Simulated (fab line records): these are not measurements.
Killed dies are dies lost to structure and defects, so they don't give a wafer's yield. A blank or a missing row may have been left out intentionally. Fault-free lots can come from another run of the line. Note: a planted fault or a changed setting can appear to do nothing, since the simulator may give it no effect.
Matching of chambers ; flow n5_finfet ; 4 sister chambers for N5_BEOL_M6_ETCH_66 on rie_diel-02
The step etches SOC in N2/H2, target depth 80 nm, overetch 16 nm, time 120 s. 8 wafers are shown with their chamber, then 8 later ones without.

EACH WAFER AND ITS CHAMBER
wafer;chamber;drypump_motor_current_A (A);throttle_valve_pct (%)
L080.3;3;6.0;18.2
L082.5;3;6.0;18.2
L085.2;0;5.1;17.8
L085.6;1;5.5;17.3
L088.1;1;5.5;17.3
L088.3;2;6.2;17.9
L088.4;0;5.0;17.9
L092.1;2;6.3;17.9

WAFERS WHOSE CHAMBER IS MISSING
wafer;drypump_motor_current_A (A);throttle_valve_pct (%)
L092.2;5.0;17.9
L092.3;5.5;17.3
L096.2;5.1;17.9
L096.4;6.3;17.9
L096.6;6.2;17.9
L097.3;5.1;17.9
L097.5;5.5;17.3
L097.6;5.0;17.9

WHICH CHAMBER EACH ONE RAN IN
wafer;from the rows above;in truth
L092.2;0;0
L092.3;1;1
L096.2;0;0
L096.4;2;2
L096.6;2;2
L097.3;0;0
L097.5;1;1
L097.6;0;0
Placed correctly: 8 of 8. Can't be placed from these rows: 0. 0 placed wrongly.
How it was worked out, from the rows above alone: a wafer's distance from a chamber is the root of the sum, over the readings, of the square of ((its reading less the chamber's mean) divided by the reading's scatter). The wafer belongs to the nearest chamber; if the next one is less than 2 further off, it can't be placed. For every chamber, the mean is computed from those of its wafers that are shown. The scatter is the square root of a quotient: the sum, over the shown wafers, of each reading's squared deviation from its chamber's mean, divided by wafers minus chambers.
